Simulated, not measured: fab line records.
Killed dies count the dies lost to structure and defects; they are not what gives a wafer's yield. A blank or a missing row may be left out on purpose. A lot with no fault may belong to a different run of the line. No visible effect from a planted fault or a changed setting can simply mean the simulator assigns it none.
A struck lot beside a sound one ; flow n5 finfet ; 15 out of 1938 route steps
Sound: wafers L981.1, L981.3, L981.4. Struck: wafer L984.6. (L984.2 of the same lot was not struck and is left out.) The cause comes at the end.
Per side, at each step with rows, come the tool, then ch with its chambers, and then its first start. Under that, the readings that differ: sound wafers ; struck wafers ; difference of the means ; sigmas: that difference in standard deviations of wafers without a fault.
alike: same words and numbers on both sides, and readings whose means sit less than 2 such deviations apart. not compared: any withheld reading, any reading some wafer has no value for, any bound like >300 that may hide the same value, and any number with overlapping values for which the record gives no deviation.
The two part at a step that has a row with sigmas, a row that says differs or no value, or rows on one side only. Numbers that don't overlap but have no deviation are shown without sigmas and don't part them. A reading missing from all wafers of one side parts the sides only when that side holds two or more wafers.

first, 1 step without rows for these wafers: N5_MOL_CONTACT_COAG_STRIP_98 (strips in N2/H2).
N5_MOL_CONTACT_COAG_CD_MEAS_99: target cd 17.2 nm.
  sound on cd sem-03, day 6 11:37; struck on cd sem-03, day 7 00:07
  alike: cd nm
then, 2 steps without rows for these wafers: N5_MOL_CONTACT_COAG_IMPLANT_129; N5_MOL_CONTACT_COAG_PRECLEAN_111 (cleans in NF3:NH3, afs cycles 1, time 20 s, sublimation time 60 s).
N5_MOL_CONTACT_COAG_TI_SIL_19: material Ti, target thk 4.2 nm, time 15 s.
  sound on pvd sputter-02, day 6 12:09; struck on pvd sputter-02, day 7 00:59
  alike: throttle valve pct
N5_MOL_CONTACT_COAG_ALD_20: deposits TiN, target thk 1.5 nm, pulse time 1 s, purge time 3 s.
  sound on ald metal-02 ch 0,1,2, day 6 12:16; struck on ald metal-03 ch 2, day 7 01:06
  alike: heater power w, precursor pulse height rel
then, 1 step without rows for these wafers: N5_MOL_CONTACT_COAG_SIL_ANNEAL_21 (time 60 s).
N5_MOL_CONTACT_COAG_PRE_CLEAN_141: time 60 s.
  sound on pvd sputter-01, day 6 12:58; struck on pvd sputter-03, day 7 02:02
  alike: heater power w
N5_MOL_CONTACT_COAG_SPUTTER_143: material Co, target thk 2.5 nm.
  sound on pvd sputter-01, day 6 13:02; struck on pvd sputter-03, day 7 02:05
  alike: throttle valve pct
then, 1 step without rows for these wafers: N5_MOL_CONTACT_COAG_CO_FILL_22 (material Co, precursor CCTBA/H2, target thk 20 nm).
N5_MOL_CONTACT_COAG_ANNEAL_113: time 300 s.
  sound on rtp anneal-02 ch 0, day 6 14:04; struck on rtp anneal-01 ch 0, day 7 03:04
reading;sound;struck;difference;sigmas
lamp_zone_6_pct (%);2.86 2.86 2.86;3.04;+0.18;+2
lamp_zone_7_pct (%);3.03 3.04 3.03;3.23;+0.20;+2
  alike: anneal temp c, lamp power pct, wafer_temp_C_max
then, 1 step without rows for these wafers: N5_MOL_CONTACT_COAG_PRE_CLEAN_142 (time 60 s).
N5_MOL_CONTACT_COAG_SPUTTER_130: material Co, target thk 47.5 nm.
  sound on pvd sputter-01, day 6 16:52; struck on pvd sputter-01, day 7 05:04
reading;sound;struck;difference;sigmas
model.Co_of_MOL_CONTACT_COAG_SPUTTER_130.thk nm (nm);47.8 47.6 48.6;61.8;+13.8;
  alike: throttle valve pct
then, 1 step without rows for these wafers: N5_MOL_CONTACT_COAG_PRECLEAN_125 (cleans in DIW, time 57.5 s).
-- the record jumps here: 4 days lie between the struck wafers' starts before and after (it left off in module MOL_CONTACT_COAG and takes up again in module BEOL_M4, whose first step shown is number 1111 of the route) --
N5_BEOL_M4_RC_MEAS_101:
  sound on prober-01 ch 0, day 10 04:55; struck on prober-01 ch 0, day 11 01:07
  alike: DIBL_N, DIBL_P, IOFF_N, IOFF_P, ION_N, ION_P, SS_N, SS_P, VT_N, VT_P

== WHERE THEY PART ==
Only at N5_MOL_CONTACT_COAG_ANNEAL_113, as far as this record shows. Later steps at which nothing parts them and some readings are alike: N5_MOL_CONTACT_COAG_SPUTTER_130, N5_BEOL_M4_RC_MEAS_101.

WHY: the cause the simulator had injected
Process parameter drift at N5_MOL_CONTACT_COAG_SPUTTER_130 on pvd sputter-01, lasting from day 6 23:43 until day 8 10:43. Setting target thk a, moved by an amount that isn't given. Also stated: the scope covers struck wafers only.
